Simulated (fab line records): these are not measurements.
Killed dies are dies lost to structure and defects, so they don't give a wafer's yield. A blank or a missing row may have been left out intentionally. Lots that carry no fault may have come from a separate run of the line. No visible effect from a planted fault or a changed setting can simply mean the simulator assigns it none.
fab line records	flow n5_finfet
[record] lots = 24	wafers = 72	last_day = 17
route steps=1938 shown BEOL_M0@736 BEOL_M1@800 BEOL_M2@855
lots that met no fault: taken from a fault-free run of the same line
start_h: the number of hours between the record's first day and the start of the first shown wafer of the lot	wait_h: hours from the lot's prior step to this one	" identical to the entry in the row above	L1.1+2: a row that stands for several wafers	- no value present, or no start provided	* or withheld: withheld	< > ~ a bound
route shown NAME@n: a module of which the file shows steps, and the number in the route of the first	usual: the fault-free wafers' mean and standard deviation	same: alike in all rows	chamber/n: place in a boat	sites: readings site by site	_std_site: the standard deviation of these	_edge_site: inner sites' mean taken away from outer sites' mean	radius_mm: for every site, how far away it sits from the centre of the wafer	mask NAME#n: copy n	behind: tool/chamber where the wafer was last shaped	hold: the reason the lot was held/the length of the hold in hours/how it ended	device: the n, p or np transistor that did not switch	end of line: tests run on the same wafers once the route is complete	a step given without rows: its recipe and nothing more	killed: dies lost to structure and defects at the first sort, not the wafer's yield	map: a wafer's dies, x killed, . not, _ none there
set.NAME: the setting as run; set.NAME@STEP: as run at that earlier step	model.NAME: the simulator's own value behind a step, which no gauge read
route steps across a sampled set of lots; one table per step, one row per wafer
services: from which hour (start_h, from the record's first day; less than 0 if before it) a tool's chamber was out of use, for how many hours, and why
[[steps]]
[step N5_BEOL_M0_SPUTTER_132]
[recipe] material = Cu	target_thk_a = 40	temp_c = -20	chamber_pressure_pa = 0.07	power_w = withheld	time_s = 7.37
[usual] chuck_gas_flow_sccm = 1.25/0.052	chuck_sensor_temp_C = -16.0/0.42	throttle_valve_pct = 29.9/0.88
lot.wafer	tool	chamber	start_h	wait_h	chuck_gas_flow_sccm	chuck_sensor_temp_C	throttle_valve_pct
L074.1	pvd_sputter-03	-	123.71	0.0	1.22	-15.9	30.6
L074.2	"	-	"	"	1.29	-16.9	30.1
L074.3	"	-	"	"	1.25	-15.6	30.4
L075.2	pvd_sputter-03	-	127.44	0.0	1.35	-16.7	30.2
L075.3	"	-	"	"	1.26	-15.7	29.1
L075.6	"	-	"	"	1.19	-15.7	30.7
L077.1	pvd_sputter-03	-	136.73	0.0	1.30	-17.0	30.2
L077.2	"	-	"	"	1.28	-16.1	30.7
L077.5	"	-	"	"	1.27	-15.9	30.8
L076.2	pvd_sputter-02	-	136.83	0.0	1.21	-15.8	31.2
L076.5	"	-	"	"	1.17	-16.1	28.7
L076.6	"	-	"	"	1.30	-15.7	31.2
L078.2	pvd_sputter-03	-	144.90	0.0	1.23	-15.5	29.1
L078.4	"	-	"	"	1.26	-16.0	30.4
L078.6	"	-	"	"	1.30	-16.8	30.0
L079.1	pvd_sputter-02	-	146.27	0.0	1.20	-16.0	30.3
L079.2	"	-	"	"	1.23	-16.2	28.8
L079.4	"	-	"	"	1.28	-16.1	28.4
L080.2	pvd_sputter-01	-	150.94	0.0	1.25	-16.0	30.4
L080.3	"	-	"	"	1.21	-15.5	30.8
L080.6	"	-	"	"	1.29	-15.7	30.8
L081.1	pvd_sputter-03	-	160.04	0.0	1.19	-16.8	30.1
L081.3	"	-	"	"	1.18	-15.4	30.2
L081.6	"	-	"	"	1.26	-16.9	30.2
L082.2	pvd_sputter-03	-	168.28	0.0	1.30	-15.7	30.6
L082.3	"	-	"	"	1.27	-16.0	30.6
L082.6	"	-	"	"	1.27	-15.7	29.0
L083.3	pvd_sputter-03	-	176.17	0.0	1.27	-15.8	30.8
L083.4	"	-	"	"	1.17	-15.6	29.3
L083.5	"	-	"	"	1.19	-15.6	29.9
L084.1	pvd_sputter-03	-	178.57	0.0	1.34	-15.6	29.6
L084.2	"	-	"	"	1.20	-15.4	30.1
L084.4	"	-	"	"	1.25	-16.0	30.5
L086.2	pvd_sputter-03	-	185.55	0.0	1.21	-15.6	30.2
L086.3	"	-	"	"	1.26	-16.9	30.1
L086.4	"	-	"	"	1.31	-15.9	30.4
L085.1	pvd_sputter-02	-	195.67	0.0	1.20	-16.0	30.6
L085.4	"	-	"	"	1.31	-16.0	28.6
L085.5	"	-	"	"	1.29	-16.2	28.8
L087.4	pvd_sputter-03	-	199.60	0.0	1.21	-15.4	29.1
L087.5	"	-	"	"	1.24	-15.8	30.8
L087.6	"	-	"	"	1.25	-15.7	30.3
L088.2	pvd_sputter-03	-	200.75	0.0	1.29	-15.8	30.7
L088.4	"	-	"	"	1.23	-16.8	30.1
L088.6	"	-	"	"	1.24	-16.9	30.1
L089.2	pvd_sputter-02	-	209.31	0.0	1.30	-16.2	29.2
L089.3	"	-	"	"	1.30	-16.1	28.5
L089.6	"	-	"	"	1.25	-16.3	28.9
L090.4	pvd_sputter-02	-	219.97	0.0	1.23	-16.0	30.1
L090.5	"	-	"	"	1.16	-16.0	30.4
L090.6	"	-	"	"	1.23	-16.1	28.3
L092.1	pvd_sputter-02	-	224.31	0.0	1.17	-16.0	30.3
L092.2	"	-	"	"	1.15	-16.1	28.9
L092.4	"	-	"	"	1.18	-15.9	28.3
L091.1	pvd_sputter-02	-	224.79	0.0	1.25	-16.1	30.3
L091.4	"	-	"	"	1.27	-16.1	28.5
L091.5	"	-	"	"	1.27	-15.7	31.2
L093.1	pvd_sputter-03	-	235.11	0.0	1.29	-16.0	30.7
L093.3	"	-	"	"	1.30	-16.9	30.0
L093.4	"	-	"	"	1.23	-15.6	30.5
L094.4	pvd_sputter-02	-	236.83	0.0	1.30	-15.8	31.1
L094.5	"	-	"	"	1.19	-16.1	30.3
L094.6	"	-	"	"	1.35	-16.1	28.8
L095.2	pvd_sputter-02	-	243.69	0.0	1.25	-15.9	31.3
L095.3	"	-	"	"	1.20	-16.2	28.5
L095.5	"	-	"	"	1.28	-15.9	31.3
L096.1	pvd_sputter-01	-	256.31	0.0	1.29	-15.5	30.7
L096.2	"	-	"	"	1.23	-16.2	30.6
L096.3	"	-	"	"	1.29	-15.5	30.0
L097.3	pvd_sputter-01	-	261.33	0.0	1.32	-15.6	30.8
L097.4	"	-	"	"	1.32	-15.5	30.1
L097.6	"	-	"	"	1.34	-15.4	30.7
[step N5_BEOL_M1_TRENCH_ETCH_37]
[recipe] chemistry = C4F6/O2	target_depth_a = 552.07	target = SiOC	time_s = 29	ion_energy_ev = 250	pressure_mtorr = 30	source_w = 355	bias_w = 185	Ar_flow_sccm = 300	C4F6_flow_sccm = 10	O2_flow_sccm = 10
[usual] drypump_motor_current_A = 5.77/0.24	mfc_ar_sccm = 300.0/0.94	oes_product_au = 0.77/0.078	rf_vpp_V = 666/13	showerhead_plenum_p_Torr = 2.86/0.08	throttle_valve_pct = 20.92/0.2
lot.wafer	tool	chamber	start_h	wait_h	drypump_motor_current_A	mfc_ar_sccm	oes_product_au	rf_hours_counter_h	rf_vpp_V	showerhead_plenum_p_Torr	throttle_valve_pct
L074.1	rie_diel-06	0	-	-	5.84	300.9	0.75	136	648	2.85	21.05
L074.2	"	2	"	"	5.51	301.0	0.70	194	665	2.81	20.68
L074.3	"	1	"	"	5.91	299.6	0.76	155	677	2.96	20.90
L075.2	rie_diel-06	2	-	-	5.50	299.1	0.70	196	664	2.81	20.67
L075.3	"	0	"	"	5.85	301.5	0.74	138	649	2.85	21.05
L075.6	"	0	"	"	5.85	300.6	0.74	-	649	2.85	21.05
L077.1	rie_diel-03	3	-	-	5.27	301.0	0.76	165	654	2.86	21.00
L077.2	"	0	"	"	5.41	301.5	0.72	185	676	2.82	20.96
L077.5	"	3	"	"	5.30	299.6	0.76	-	654	2.86	20.99
L076.2	rie_diel-05	0	-	-	5.84	298.7	0.78	132	655	2.74	21.08
L076.5	"	1	"	"	5.72	299.0	0.75	-	686	2.82	20.40
L076.6	"	2	"	"	5.58	300.5	0.88	-	664	2.89	20.68
L078.2	rie_diel-03	0	-	-	5.40	301.7	0.72	190	676	2.82	20.95
L078.4	"	0	"	"	5.40	302.4	0.72	-	676	2.82	20.95
L078.6	"	1	"	"	6.23	300.8	0.72	-	669	2.73	21.04
L079.1	rie_diel-06	0	-	-	5.84	298.7	0.73	145	649	2.84	21.07
L079.2	"	1	"	"	5.94	301.1	0.73	164	676	2.95	20.93
L079.4	"	3	"	"	5.80	299.3	0.91	31	658	2.90	21.06
L080.2	rie_diel-06	3	-	-	5.81	299.8	0.91	32	657	2.90	21.06
L080.3	"	1	"	"	5.91	301.0	0.74	165	676	2.95	20.93
L080.6	"	1	"	"	5.94	300.2	0.74	-	677	2.95	20.90
L081.1	rie_diel-05	1	-	-	5.75	299.4	0.75	157	686	2.82	20.41
L081.3	"	0	"	"	5.84	300.5	0.77	142	656	2.74	21.09
L081.6	"	0	"	"	5.85	300.6	0.78	-	655	2.74	21.09
L082.2	rie_diel-06	2	-	-	5.52	299.0	0.69	207	665	2.81	20.69
L082.3	"	1	"	"	5.91	299.8	0.74	169	677	2.95	20.93
L082.6	"	0	"	"	5.86	298.0	0.73	-	649	2.84	21.09
L083.3	rie_diel-03	1	-	-	6.23	301.8	0.71	193	669	2.72	21.05
L083.4	"	2	"	"	5.52	299.4	0.93	8	675	3.03	20.75
L083.5	"	0	"	"	5.39	300.4	0.71	-	675	2.81	20.97
L084.1	rie_diel-05	3	-	-	6.14	301.3	0.89	15	690	3.02	20.96
L084.2	"	0	"	"	5.86	299.7	0.77	148	657	2.74	21.08
L084.4	"	1	"	"	5.72	299.8	0.73	164	685	2.82	20.43
L086.2	rie_diel-05	3	-	-	6.12	301.0	0.90	16	688	3.02	20.95
L086.3	"	0	"	"	5.86	300.3	0.77	149	657	2.73	21.11
L086.4	"	1	"	"	5.74	298.8	0.74	164	684	2.82	20.42
L085.1	rie_diel-05	1	-	-	5.78	300.1	0.74	167	686	2.82	20.40
L085.4	"	3	"	"	6.17	300.5	0.90	19	689	3.02	20.96
L085.5	"	2	"	"	5.59	301.0	0.87	-	664	2.88	20.71
L087.4	rie_diel-06	3	-	-	5.81	299.0	0.89	45	655	2.90	21.07
L087.5	"	3	"	"	5.78	301.1	0.89	-	656	2.90	21.07
L087.6	"	0	"	"	5.83	299.6	0.73	-	648	2.84	21.10
L088.2	rie_diel-06	2	-	-	5.53	301.7	0.68	216	665	2.80	20.72
L088.4	"	0	"	"	5.82	297.9	0.72	160	650	2.84	21.11
L088.6	"	3	"	"	5.78	299.2	0.89	-	657	2.90	21.08
L089.2	rie_diel-06	3	-	-	5.81	298.1	0.88	48	656	2.90	21.08
L089.3	"	1	"	"	5.92	301.0	0.72	181	676	2.95	20.94
L089.6	"	3	"	"	5.80	299.1	0.88	-	657	2.90	21.09
L090.4	rie_diel-05	0	-	-	5.83	300.0	0.76	-	656	2.73	21.10
L090.5	"	1	"	"	5.73	298.7	0.72	-	684	2.81	20.43
L090.6	"	3	"	"	6.11	300.8	0.87	-	689	3.01	20.98
L092.1	rie_diel-06	1	-	-	5.94	300.4	0.72	187	677	2.94	20.97
L092.2	"	2	"	"	5.52	300.4	0.68	224	664	2.80	20.71
L092.4	"	3	"	"	5.77	299.4	0.88	54	655	2.89	21.09
L091.1	rie_diel-05	1	-	-	5.74	300.0	0.72	181	685	2.81	20.45
L091.4	"	0	"	"	5.85	299.6	0.76	-	657	2.73	21.12
L091.5	"	1	"	"	5.73	301.2	0.72	-	687	2.81	20.43
L093.1	rie_diel-06	1	-	-	5.89	298.6	0.72	189	675	2.94	20.94
L093.3	"	2	"	"	5.54	300.0	0.68	227	664	2.80	20.72
L093.4	"	3	"	"	5.80	301.0	0.88	55	656	2.89	21.07
L094.4	rie_diel-03	3	-	-	5.23	299.0	0.74	-	654	2.84	21.05
L094.5	"	1	"	"	6.21	300.1	0.69	-	668	2.71	21.08
L094.6	"	0	"	"	5.39	300.2	0.70	-	675	2.81	21.00
L095.2	rie_diel-06	0	-	-	5.82	300.0	0.72	176	648	2.83	21.11
L095.3	"	2	"	"	5.51	299.2	0.68	232	663	2.80	20.72
L095.5	"	0	"	"	5.82	300.9	0.72	-	649	2.83	21.12
L096.1	rie_diel-06	3	-	-	5.78	301.5	0.86	61	657	2.89	21.11
L096.2	"	0	"	"	5.83	300.9	0.73	177	649	2.83	21.13
L096.3	"	2	"	"	5.54	299.6	0.68	233	664	2.80	20.72
L097.3	rie_diel-06	1	-	-	5.93	300.0	0.71	197	675	2.94	20.98
L097.4	"	2	"	"	5.53	300.2	0.68	234	664	2.79	20.72
L097.6	"	1	"	"	5.90	299.9	0.71	-	676	2.94	20.97
[step N5_BEOL_M1_ANNEAL_49]
[recipe] temp_c = 400	time_s = 240	ambient = vacuum
[usual] heater_power_w = 815/76
lot.wafer	tool	chamber	start_h	wait_h	heater_power_w
L074.1	pvd_sputter-02	-	131.69	0.0	762
L074.2	"	-	"	"	828
L074.3	"	-	"	"	898
L075.2	pvd_sputter-03	-	137.76	0.0	815
L075.3	"	-	"	"	734
L075.6	"	-	"	"	888
L077.1	pvd_sputter-01	-	143.17	0.0	761
L077.2	"	-	"	"	927
L077.5	"	-	"	"	959
L076.2	pvd_sputter-02	-	143.32	0.0	891
L076.5	"	-	"	"	819
L076.6	"	-	"	"	873
L078.2	pvd_sputter-02	-	153.49	0.0	740
L078.4	"	-	"	"	823
L078.6	"	-	"	"	871
L079.1	pvd_sputter-03	-	158.16	0.0	827
L079.2	"	-	"	"	854
L079.4	"	-	"	"	743
L080.2	pvd_sputter-02	-	161.41	0.0	811
L080.3	"	-	"	"	763
L080.6	"	-	"	"	752
L081.1	pvd_sputter-02	-	171.82	0.0	819
L081.3	"	-	"	"	835
L081.6	"	-	"	"	814
L082.2	pvd_sputter-03	-	176.65	0.0	872
L082.3	"	-	"	"	820
L082.6	"	-	"	"	819
L083.3	pvd_sputter-01	-	185.88	0.0	912
L083.4	"	-	"	"	750
L083.5	"	-	"	"	911
L084.1	pvd_sputter-01	-	191.22	0.0	941
L084.2	"	-	"	"	923
L084.4	"	-	"	"	761
L086.2	pvd_sputter-02	-	192.79	0.0	873
L086.3	"	-	"	"	745
L086.4	"	-	"	"	808
L085.1	pvd_sputter-01	-	204.83	0.0	886
L085.4	"	-	"	"	925
L085.5	"	-	"	"	764
L087.4	pvd_sputter-03	-	208.69	0.0	734
L087.5	"	-	"	"	878
L087.6	"	-	"	"	747
L088.2	pvd_sputter-03	-	210.53	0.0	825
L088.4	"	-	"	"	638
L088.6	"	-	"	"	802
L089.2	pvd_sputter-02	-	215.91	0.0	890
L089.3	"	-	"	"	817
L089.6	"	-	"	"	837
L090.4	pvd_sputter-01	-	230.26	0.0	878
L090.5	"	-	"	"	770
L090.6	"	-	"	"	934
L092.1	pvd_sputter-03	-	236.29	0.0	896
L092.2	"	-	"	"	648
L092.4	"	-	"	"	838
L091.1	pvd_sputter-02	-	237.23	0.0	754
L091.4	"	-	"	"	823
L091.5	"	-	"	"	805
L093.1	pvd_sputter-03	-	242.95	0.0	722
L093.3	"	-	"	"	892
L093.4	"	-	"	"	825
L094.4	pvd_sputter-01	-	243.24	0.0	748
L094.5	"	-	"	"	934
L094.6	"	-	"	"	752
L095.2	pvd_sputter-03	-	262.94	0.0	655
L095.3	"	-	"	"	863
L095.5	"	-	"	"	812
L096.1	pvd_sputter-01	-	265.79	0.0	946
L096.2	"	-	"	"	781
L096.3	"	-	"	"	920
L097.3	pvd_sputter-01	-	269.07	0.0	909
L097.4	"	-	"	"	958
L097.6	"	-	"	"	780
[step N5_BEOL_M2_OVL_MEAS_12]
[recipe] points_per_wafer = 522
[usual] M2_OVL = -0.2/0.75
lot.wafer	tool	chamber	start_h	wait_h	M2_OVL[nm]
L074.1	overlay-02	0	135.78	0.0	-0.1
L074.2	"	0	"	"	0.3
L074.3	"	0	"	"	0.3
L075.2	overlay-02	0	142.60	0.0	-0.2
L075.3	"	0	"	"	-0.5
L075.6	"	0	"	"	0.0
L077.1	overlay-02	0	148.26	0.0	1.0
L077.2	"	0	"	"	1.2
L077.5	"	0	"	"	2.2
L076.2	overlay-02	0	148.49	0.0	-0.5
L076.5	"	0	"	"	0.3
L076.6	"	0	"	"	-0.1
L078.2	overlay-01	0	157.43	0.0	-0.8
L078.4	"	0	"	"	-0.8
L078.6	"	0	"	"	-1.5
L079.1	overlay-02	0	161.93	0.0	-0.3
L079.2	"	0	"	"	-0.7
L079.4	"	0	"	"	-1.0
L080.2	overlay-01	0	167.02	0.0	-0.2
L080.3	"	0	"	"	1.0
L080.6	"	0	"	"	-0.2
L081.1	overlay-02	0	176.04	0.0	-0.5
L081.3	"	0	"	"	0.0
L081.6	"	0	"	"	-0.2
L082.2	overlay-01	0	180.27	0.0	-0.5
L082.3	"	0	"	"	-1.0
L082.6	"	0	"	"	-0.3
L083.3	overlay-01	0	191.74	0.0	-0.1
L083.4	"	0	"	"	0.6
L083.5	"	0	"	"	-0.5
L084.1	overlay-02	0	195.33	0.0	0.6
L084.2	"	0	"	"	0.9
L084.4	"	0	"	"	0.0
L086.2	overlay-02	0	198.98	0.0	0.5
L086.3	"	0	"	"	-0.4
L086.4	"	0	"	"	0.3
L085.1	overlay-02	0	209.51	0.0	0.4
L085.4	"	0	"	"	0.0
L085.5	"	0	"	"	-0.6
L087.4	overlay-02	0	212.83	0.0	-0.1
L087.5	"	0	"	"	1.0
L087.6	"	0	"	"	-0.3
L088.2	overlay-02	0	213.92	0.0	-1.0
L088.4	"	0	"	"	-0.5
L088.6	"	0	"	"	-0.4
L089.2	overlay-01	0	219.73	0.0	0.3
L089.3	"	0	"	"	-0.3
L089.6	"	0	"	"	0.0
L090.4	overlay-02	0	234.30	0.0	-1.5
L090.5	"	0	"	"	-1.3
L090.6	"	0	"	"	-1.6
L092.1	overlay-02	0	241.82	0.0	0.5
L092.2	"	0	"	"	-1.1
L092.4	"	0	"	"	-0.4
L091.1	overlay-02	0	242.20	0.0	-0.3
L091.4	"	0	"	"	-0.5
L091.5	"	0	"	"	-1.1
L093.1	overlay-02	0	250.40	0.0	-1.0
L093.3	"	0	"	"	-0.1
L093.4	"	0	"	"	-0.9
L094.4	overlay-02	0	250.56	0.0	-0.8
L094.5	"	0	"	"	0.4
L094.6	"	0	"	"	0.4
L095.2	overlay-01	0	267.44	0.0	-0.4
L095.3	"	0	"	"	-0.8
L095.5	"	0	"	"	-0.9
L096.1	overlay-01	0	269.59	0.0	-1.4
L096.2	"	0	"	"	0.1
L096.3	"	0	"	"	-1.2
L097.3	overlay-02	0	274.92	0.0	0.8
L097.4	"	0	"	"	-0.3
L097.6	"	0	"	"	-0.6
[step N5_BEOL_M2_DESCUM_16]
[recipe] chemistry = O2	time_s = 7	source_power_w = 50	bias_power_w = 20	pressure_mtorr = 20	rf_frequency_hz = 2.712e+07	temp_c = 40	resist = CAR-EUV	o2_flow_sccm = 225
[usual] drypump_motor_current_A = 5.9/0.37	oes_product_au = 0.83/0.1	rf_vpp_V = 243.1/1.2	showerhead_plenum_p_Torr = 2.10/0.052	throttle_valve_pct = 20.5/0.33
lot.wafer	tool	chamber	start_h	wait_h	drypump_motor_current_A	oes_product_au	rf_hours_counter_h	rf_vpp_V	showerhead_plenum_p_Torr	throttle_valve_pct
L074.1	rie_diel-04	1	136.76	0.9	6.6	0.85	49	242.4	2.04	20.3
L074.2	"	3	"	"	5.2	0.72	217	242.1	2.06	20.7
L074.3	"	2	"	"	5.4	0.68	221	242.4	2.17	20.8
L075.2	rie_diel-02	1	142.69	0.0	6.3	0.90	24	243.5	2.15	20.5
L075.3	"	3	"	"	5.6	0.73	203	245.1	2.14	20.3
L075.6	"	3	"	"	5.6	0.72	-	243.7	2.15	20.4
L077.1	rie_diel-01	1	148.35	0.0	5.8	1.01	3	243.2	2.15	20.4
L077.2	"	3	"	"	5.6	0.81	114	244.5	2.12	20.8
L077.5	"	3	"	"	5.6	0.80	-	243.6	2.12	20.8
L076.2	rie_diel-01	1	148.59	0.0	5.8	1.00	3	243.7	2.15	20.3
L076.5	"	2	"	"	6.4	0.69	-	244.5	2.13	20.4
L076.6	"	3	"	"	5.6	0.81	-	242.7	2.12	20.8
L078.2	rie_diel-04	0	157.52	0.0	5.9	0.96	11	244.3	2.14	19.9
L078.4	"	3	"	"	5.2	0.71	225	243.0	2.06	20.7
L078.6	"	3	"	"	5.2	0.71	-	242.2	2.06	20.7
L079.1	rie_diel-01	3	162.02	0.0	5.6	0.80	120	243.1	2.12	20.8
L079.2	"	0	"	"	5.9	0.73	208	242.4	2.00	20.9
L079.4	"	1	"	"	5.8	0.98	-	243.3	2.15	20.4
L080.2	rie_diel-01	0	167.20	0.1	5.9	0.72	211	240.0	2.00	20.9
L080.3	"	1	"	"	5.8	0.98	11	244.9	2.15	20.3
L080.6	"	1	"	"	5.8	0.98	-	244.6	2.15	20.4
L081.1	rie_diel-02	2	176.13	0.0	6.0	0.80	98	242.4	2.12	20.2
L081.3	"	3	"	"	5.6	0.70	216	243.4	2.14	20.4
L081.6	"	2	"	"	6.0	0.81	-	242.7	2.12	20.2
L082.2	rie_diel-01	1	180.36	0.0	5.8	0.96	15	244.7	2.14	20.4
L082.3	"	3	"	"	5.6	0.79	127	242.7	2.12	20.9
L082.6	"	2	"	"	6.4	0.96	-	243.6	2.13	20.1
L083.3	rie_diel-01	3	191.82	0.0	5.6	0.79	131	243.6	2.12	20.9
L083.4	"	1	"	"	5.8	0.95	19	244.2	2.14	20.4
L083.5	"	2	"	"	6.4	0.94	-	244.1	2.13	20.1
L084.1	rie_diel-01	2	195.42	0.0	6.4	0.94	9	243.9	2.13	20.1
L084.2	"	3	"	"	5.6	0.80	132	243.8	2.12	20.9
L084.4	"	1	"	"	5.8	0.94	21	243.8	2.14	20.4
L086.2	rie_diel-04	3	199.07	0.0	5.2	0.69	240	243.1	2.05	20.8
L086.3	"	1	"	"	6.6	0.81	68	242.1	2.03	20.4
L086.4	"	2	"	"	5.4	0.67	242	242.5	2.17	20.8
L085.1	rie_diel-01	0	209.60	0.0	5.9	0.71	225	241.8	2.00	20.9
L085.4	"	2	"	"	6.5	0.93	14	243.4	2.13	20.0
L085.5	"	0	"	"	5.9	0.71	-	241.1	2.00	20.9
L087.4	rie_diel-01	3	212.93	0.0	5.6	0.79	138	244.1	2.11	20.9
L087.5	"	1	"	"	5.8	0.93	-	244.1	2.14	20.4
L087.6	"	0	"	"	5.9	0.71	-	241.5	2.00	20.9
L088.2	rie_diel-04	3	214.41	0.4	5.2	0.70	245	240.9	2.05	20.8
L088.4	"	1	"	"	6.6	0.81	74	243.0	2.03	20.4
L088.6	"	0	"	"	5.9	0.90	-	243.5	2.13	19.9
L089.2	rie_diel-01	3	220.12	0.3	5.6	0.78	141	242.0	2.11	20.9
L089.3	"	0	"	"	5.9	0.71	229	240.6	2.00	20.9
L089.6	"	2	"	"	6.5	0.94	-	243.4	2.12	20.1
L090.4	rie_diel-01	1	234.37	0.0	5.8	0.92	34	243.3	2.14	20.4
L090.5	"	1	"	"	5.8	0.91	-	243.6	2.14	20.4
L090.6	"	2	"	"	6.5	0.91	-	244.1	2.12	20.1
L092.1	rie_diel-04	0	242.26	0.4	5.9	0.88	43	243.5	2.13	19.9
L092.2	"	1	"	"	6.6	0.80	86	242.4	2.03	20.4
L092.4	"	1	"	"	6.6	0.80	-	241.5	2.03	20.4
L091.1	rie_diel-02	0	242.50	0.2	5.9	0.74	186	241.9	2.09	20.7
L091.4	"	0	"	"	5.9	0.74	-	241.7	2.09	20.7
L091.5	"	1	"	"	6.3	0.84	-	243.0	2.14	20.6
L093.1	rie_diel-04	3	250.76	0.3	5.2	1.00	0	242.3	2.05	20.5
L093.3	"	1	"	"	6.5	0.80	89	241.8	2.03	20.4
L093.4	"	2	"	"	5.4	0.97	7	244.1	2.16	20.5
L094.4	rie_diel-01	1	250.85	0.3	5.8	0.91	41	244.6	2.14	20.4
L094.5	"	3	"	"	5.6	0.77	-	243.4	2.11	20.9
L094.6	"	0	"	"	5.9	0.69	-	242.6	1.99	21.0
L095.2	rie_diel-01	1	267.59	0.1	5.8	0.90	46	242.7	2.13	20.4
L095.3	"	3	"	"	5.6	0.77	157	242.1	2.11	20.9
L095.5	"	1	"	"	5.8	0.90	-	245.6	2.13	20.4
L096.1	rie_diel-02	0	269.68	0.0	5.9	0.73	197	243.0	2.08	20.7
L096.2	"	2	"	"	6.0	0.78	121	243.6	2.12	20.2
L096.3	"	1	"	"	6.3	0.83	70	243.8	2.13	20.6
L097.3	rie_diel-04	1	275.00	0.0	6.6	0.78	99	241.0	2.02	20.4
L097.4	"	0	"	"	5.9	0.86	-	245.3	2.12	19.9
L097.6	"	3	"	"	5.2	0.95	-	243.8	2.04	20.5
[step N5_BEOL_M2_OVL_MEAS_29]
[recipe] points_per_wafer = 522
[usual] V1_OVL = 0.0/0.72
lot.wafer	tool	chamber	start_h	wait_h	V1_OVL[nm]
L074.1	overlay-02	0	137.87	0.0	-0.8
L074.2	"	0	"	"	0.3
L074.3	"	0	"	"	0.0
L075.2	overlay-02	0	143.60	0.0	-0.3
L075.3	"	0	"	"	0.6
L075.6	"	0	"	"	-0.2
L077.1	overlay-02	0	149.18	0.0	-0.6
L077.2	"	0	"	"	-0.5
L077.5	"	0	"	"	-1.1
L076.2	overlay-02	0	149.60	0.0	0.1
L076.5	"	0	"	"	0.8
L076.6	"	0	"	"	0.9
L078.2	overlay-02	0	158.31	0.0	-0.3
L078.4	"	0	"	"	-1.9
L078.6	"	0	"	"	-1.0
L079.1	overlay-02	0	162.94	0.0	0.1
L079.2	"	0	"	"	0.3
L079.4	"	0	"	"	0.1
L080.2	overlay-01	0	168.11	0.0	1.1
L080.3	"	0	"	"	-0.2
L080.6	"	0	"	"	-0.1
L081.1	overlay-02	0	176.95	0.0	-0.8
L081.3	"	0	"	"	0.5
L081.6	"	0	"	"	0.0
L082.2	overlay-01	0	181.27	0.0	1.9
L082.3	"	0	"	"	2.0
L082.6	"	0	"	"	0.1
L083.3	overlay-01	0	192.70	0.0	0.5
L083.4	"	0	"	"	-1.1
L083.5	"	0	"	"	0.3
L084.1	overlay-01	0	196.37	0.0	-0.7
L084.2	"	0	"	"	-0.6
L084.4	"	0	"	"	-0.9
L086.2	overlay-01	0	199.86	0.0	-0.5
L086.3	"	0	"	"	-0.5
L086.4	"	0	"	"	-0.6
L085.1	overlay-01	0	210.51	0.0	0.7
L085.4	"	0	"	"	-0.4
L085.5	"	0	"	"	-0.6
L087.4	overlay-02	0	213.85	0.0	1.5
L087.5	"	0	"	"	1.1
L087.6	"	0	"	"	0.1
L088.2	overlay-01	0	215.36	0.0	0.2
L088.4	"	0	"	"	-0.2
L088.6	"	0	"	"	-0.6
L089.2	overlay-02	0	221.04	0.0	0.2
L089.3	"	0	"	"	0.1
L089.6	"	0	"	"	0.0
L090.4	overlay-02	0	235.29	0.0	0.8
L090.5	"	0	"	"	0.9
L090.6	"	0	"	"	1.0
L092.1	overlay-02	0	243.16	0.0	-0.1
L092.2	"	0	"	"	-0.6
L092.4	"	0	"	"	-1.0
L091.1	overlay-02	0	243.33	0.0	-0.3
L091.4	"	0	"	"	-0.4
L091.5	"	0	"	"	-0.3
L093.1	overlay-02	0	251.83	0.0	0.2
L093.3	"	0	"	"	-0.4
L093.4	"	0	"	"	0.9
L094.4	overlay-02	0	251.91	0.0	0.6
L094.5	"	0	"	"	1.3
L094.6	"	0	"	"	0.8
L095.2	overlay-02	0	268.38	0.0	0.0
L095.3	"	0	"	"	1.1
L095.5	"	0	"	"	1.0
L096.1	overlay-02	0	270.59	0.0	-1.0
L096.2	"	0	"	"	-0.1
L096.3	"	0	"	"	-0.3
L097.3	overlay-02	0	275.95	0.1	-0.8
L097.4	"	0	"	"	0.5
L097.6	"	0	"	"	1.1
[[services]]
tool	chamber	start_h	hours	kind
rie_diel-03	2	100.80	22.0	repair
rie_diel-06	1	113.13	2.7	repair
rie_diel-01	1	118.84	-	clean
rie_diel-01	1	118.84	-	consumable_replace:focus_ring
rie_diel-01	1	118.84	22.1	scheduled_down
rie_diel-01	1	118.84	22.1	vent_cycle
rie_diel-05	3	126.60	-	clean
rie_diel-05	3	126.60	-	consumable_replace:focus_ring
rie_diel-05	3	126.60	-	consumable_replace:showerhead
pvd_sputter-01	-	129.27	6.9	repair
rie_diel-04	3	133.21	1.2	repair
rie_diel-05	2	147.57	7.4	repair
rie_diel-01	2	154.11	-	clean
rie_diel-01	2	154.11	-	consumable_replace:focus_ring
pvd_sputter-01	-	161.78	0.8	repair
rie_diel-03	2	214.25	38.8	repair
rie_diel-04	2	220.67	-	clean
rie_diel-04	2	220.67	-	consumable_replace:focus_ring
rie_diel-04	2	220.67	14.0	scheduled_down
rie_diel-04	2	220.67	14.0	vent_cycle
rie_diel-02	2	231.84	21.6	repair
rie_diel-04	2	265.77	9.3	repair
rie_diel-06	0	270.40	9.1	repair
rie_diel-05	2	270.47	12.0	repair
[[key]]
fault none
